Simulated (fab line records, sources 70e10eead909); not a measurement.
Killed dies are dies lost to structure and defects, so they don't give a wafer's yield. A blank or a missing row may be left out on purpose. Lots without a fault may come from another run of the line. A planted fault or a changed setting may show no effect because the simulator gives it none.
Chamber matching | flow nand_harc | NHARC_P_BONDPAD_STRIP_15 on rie_diel-08: 4 sister chambers
The step strips in O2. 8 wafers are shown with their chamber, then 7 later ones without.

WAFERS WITH THEIR CHAMBER
wafer  | chamber | drypump_motor_current_A (A) | oes_product_au (a.u.)
L074.6 | 1       | 5.8                         | 1.013
L078.6 | 0       | 5.6                         | 1.001
L079.1 | 1       | 5.8                         | 1.007
L079.2 | 0       | 5.7                         | 0.993
L081.2 | 2       | 6.0                         | 0.990
L081.6 | 3       | 6.7                         | 0.992
L087.1 | 3       | 6.7                         | 1.002
L087.2 | 2       | 6.0                         | 0.981

WAFERS WITHOUT THEIR CHAMBER
wafer  | drypump_motor_current_A (A) | oes_product_au (a.u.)
L087.5 | 6.0                         | 0.998
L088.3 | 6.0                         | 1.003
L088.4 | 5.7                         | 0.998
L088.6 | 5.7                         | 1.016
L093.1 | 6.0                         | 0.996
L093.2 | 6.7                         | 0.999
L093.6 | 6.0                         | 0.991

WHICH CHAMBER EACH WENT THROUGH
wafer  | from the rows above     | in truth
L087.5 | 2                       | 2
L088.3 | 2                       | 2
L088.4 | 0                       | 0
L088.6 | can't be placed: 1 or 0 | 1
L093.1 | 2                       | 2
L093.2 | 3                       | 3
L093.6 | 2                       | 2
Placed correctly: 6 of 7. Can't be placed from these rows: 1 (the true chamber is among the candidates in 1). Placed wrongly: 0.
How it was worked out, from the rows above alone: a wafer's distance from a chamber is the root of the sum, over the readings, of the square of ((its reading less the chamber's mean) divided by the reading's scatter). The wafer belongs to the nearest chamber; if the next one is less than 2 further off, it can't be placed. A chamber's mean is the mean of its shown wafers. The scatter: the root of (the sum of the squares of (reading less its chamber's mean) over the shown wafers, divided by (wafers less chambers)).
